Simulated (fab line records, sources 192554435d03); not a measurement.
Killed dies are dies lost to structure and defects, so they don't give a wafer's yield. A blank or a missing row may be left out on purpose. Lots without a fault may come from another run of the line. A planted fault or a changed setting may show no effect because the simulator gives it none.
Chamber matching | flow n5_finfet | N5_MOL_CONTACT_COAG_ETCH_124 on rie_diel-06: 4 sister chambers
The step etches SiNx in CH3F/O2, stops on SiOC, target depth 6.5 nm. 7 wafers are shown with their chamber, then 7 later ones without.

WAFERS WITH THEIR CHAMBER
wafer  | chamber | rf_vpp_V (V) | drypump_motor_current_A (A)
L075.1 | 2       | 305          | 5.5
L078.5 | 1       | 314          | 6.1
L082.3 | 1       | 314          | 6.2
L082.5 | 0       | 276          | 5.7
L082.6 | 3       | 299          | 5.5
L090.4 | 3       | 297          | 5.5
L090.5 | 0       | 277          | 5.7

WAFERS WITHOUT THEIR CHAMBER
wafer  | rf_vpp_V (V) | drypump_motor_current_A (A)
L090.6 | 298          | 5.5
L092.1 | 275          | 5.7
L092.2 | 316          | 6.2
L092.3 | 296          | 5.5
L094.1 | 304          | 5.5
L094.4 | 298          | 5.5
L094.5 | 305          | 5.5

WHICH CHAMBER EACH WENT THROUGH
wafer  | from the rows above | in truth
L090.6 | 3                   | 3
L092.1 | 0                   | 0
L092.2 | 1                   | 1
L092.3 | 3                   | 3
L094.1 | 2                   | 2
L094.4 | 3                   | 3
L094.5 | 2                   | 2
Placed correctly: 7 of 7. Can't be placed from these rows: 0. Placed wrongly: 0.
How it was worked out, from the rows above alone: a wafer's distance from a chamber is the root of the sum, over the readings, of the square of ((its reading less the chamber's mean) divided by the reading's scatter). The wafer belongs to the nearest chamber; if the next one is less than 2 further off, it can't be placed. A chamber's mean is the mean of its shown wafers. The scatter: the root of (the sum of the squares of (reading less its chamber's mean) over the shown wafers, divided by (wafers less chambers)).
